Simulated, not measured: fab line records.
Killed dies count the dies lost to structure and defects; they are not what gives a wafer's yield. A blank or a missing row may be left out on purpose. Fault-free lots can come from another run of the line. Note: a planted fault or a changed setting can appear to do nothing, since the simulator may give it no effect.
Split-lot study + flow n5 finfet + 39 wafers read from 7 lots, route of 1938 steps

SPLIT DETAILS
At N5_ZERO_LAYER_DEVELOP_10 (develop time 60 s), the setting develop time s was moved away from the recipe's 60 s on 15 of the 39 wafers read, by -56.6% to +48.3%. For the rest of the wafers, this setting stayed at what the recipe calls for.

FROM SPLIT TO READING: 1 step shown by the file between the two
- N5_ZERO_LAYER_HARDBAKE_23: time 120 s

THE READING
At N5_ZERO_LAYER_CD_MEAS_11: cd nm in nanometres, against a target cd of 2000 nm. Typical for fault-free wafers on this fab line: 2000.3 nm, with standard deviation 1.8 nm.

| wafer  | tool, chamber at the split | develop time s as run, s | against the recipe | cd nm, nm | against lot-mates on the recipe |
|--------|----------------------------|--------------------------|--------------------|-----------|---------------------------------|
| L075.1 | litho track-04, 0          | 26.05                    | -56.6%             | 1984.7    | -17.6                           |
| L075.2 | litho track-04, 0          | 26.05                    | -56.6%             | 1982.1    | -20.2                           |
| L075.3 | litho track-04, 0          | 26.05                    | -56.6%             | 1980.6    | -21.7                           |
| L075.4 | litho track-04, 0          | 60                       | recipe             | 2002.0    | -                               |
| L075.5 | litho track-04, 0          | 60                       | recipe             | 2002.9    | -                               |
| L075.6 | litho track-04, 0          | 60                       | recipe             | 2002.1    | -                               |
| L077.1 | litho track-04, 0          | 30.8                     | -48.7%             | 1986.3    | -11.8                           |
| L077.2 | litho track-04, 0          | 30.8                     | -48.7%             | 1988.5    | -9.6                            |
| L077.3 | litho track-04, 0          | 60                       | recipe             | 1997.2    | -                               |
| L077.4 | litho track-04, 0          | 30.8                     | -48.7%             | 1988.7    | -9.4                            |
| L077.5 | litho track-04, 0          | 60                       | recipe             | 1998.9    | -                               |
| L077.6 | litho track-04, 0          | 60                       | recipe             | 1998.3    | -                               |
| L081.1 | litho track-02, 0          | 60                       | recipe             | 1999.9    | -                               |
| L081.2 | litho track-02, 0          | 60                       | recipe             | 1999.9    | -                               |
| L081.3 | litho track-02, 0          | 81.32                    | +35.5%             | 2008.6    | +8.2                            |
| L081.4 | litho track-02, 0          | 60                       | recipe             | 2001.5    | -                               |
| L081.5 | litho track-02, 0          | 81.32                    | +35.5%             | 2007.2    | +6.8                            |
| L081.6 | litho track-02, 0          | 81.32                    | +35.5%             | 2007.1    | +6.7                            |
| L082.1 | litho track-02, 0          | 60                       | recipe             | 2000.4    | -                               |
| L082.3 | litho track-02, 0          | 60                       | recipe             | 2002.5    | -                               |
| L082.5 | litho track-02, 0          | 60                       | recipe             | 1998.1    | -                               |
| L091.1 | litho track-02, 0          | 26.91                    | -55.1%             | 1982.9    | -18.4                           |
| L091.2 | litho track-02, 0          | 60                       | recipe             | 1999.8    | -                               |
| L091.3 | litho track-02, 0          | 60                       | recipe             | 2002.2    | -                               |
| L091.4 | litho track-02, 0          | 60                       | recipe             | 2002.0    | -                               |
| L091.5 | litho track-02, 0          | 26.91                    | -55.1%             | 1984.5    | -16.8                           |
| L091.6 | litho track-02, 0          | 26.91                    | -55.1%             | 1984.1    | -17.2                           |
| L094.1 | litho track-04, 0          | 60                       | recipe             | 2000.8    | -                               |
| L094.2 | litho track-04, 0          | 60                       | recipe             | 2001.5    | -                               |
| L094.3 | litho track-04, 0          | 60                       | recipe             | 2000.2    | -                               |
| L094.4 | litho track-04, 0          | 60                       | recipe             | 1997.0    | -                               |
| L094.5 | litho track-04, 0          | 60                       | recipe             | 2002.8    | -                               |
| L094.6 | litho track-04, 0          | 60                       | recipe             | 1998.7    | -                               |
| L095.1 | litho track-04, 0          | 60                       | recipe             | 1997.8    | -                               |
| L095.2 | litho track-04, 0          | 88.95                    | +48.3%             | 2005.8    | +7.6                            |
| L095.3 | litho track-04, 0          | 88.95                    | +48.3%             | 2007.8    | +9.6                            |
| L095.4 | litho track-04, 0          | 60                       | recipe             | 1999.2    | -                               |
| L095.5 | litho track-04, 0          | 88.95                    | +48.3%             | 2009.5    | +11.3                           |
| L095.6 | litho track-04, 0          | 60                       | recipe             | 1997.5    | -                               |

FIT RESULTS
A straight line over all 39 wafers: cd nm changes by +0.251 nm for each +1% of develop time s; r = +0.96; the points scatter about the line by 2.3 nm.
The same after taking each lot's own level away (the mean of its wafers on the recipe; 39 wafers): +0.266 nm for each +1%; r = +0.96; scatter 2.3 nm.
The reading moves by 15 nm for the largest change in develop time s, on that fit.
Across the lots, their own levels run from 1998.13 to 2002.33 nm, a range of 2.3 times the standard deviation given above.
So the lot-to-lot level changes the slope little: the two slopes agree.
Check: with one of the wafers moved furthest among these (-56.6%) left out of the fit, the line predicts -15.7 nm for it against its lot-mates. Against them it came out at -17.6 nm.

THE WHOLE CHAIN: every reading that the file lists as answering this split, in the file's order
| step                     | what it does             | reading                                                           | change (the file's fit)               | r (the file's) |
|--------------------------|--------------------------|-------------------------------------------------------------------|---------------------------------------|----------------|
| N5_ZERO_LAYER_CD_MEAS_11 | target cd 2000 nm        | cd nm                                                             | +0.271 nm for each +1% of the setting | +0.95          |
| N5_ZERO_LAYER_DESCUM_16  | chemistry O2, time 7.9 s | ZERO_LAYER.cd nm (the simulator's own value, which no gauge read) | +0.273 nm for each +1% of the setting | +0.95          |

THE FILE'S OWN FIT
cd nm changes by +0.271 nm for each +1% of develop time s, r = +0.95.
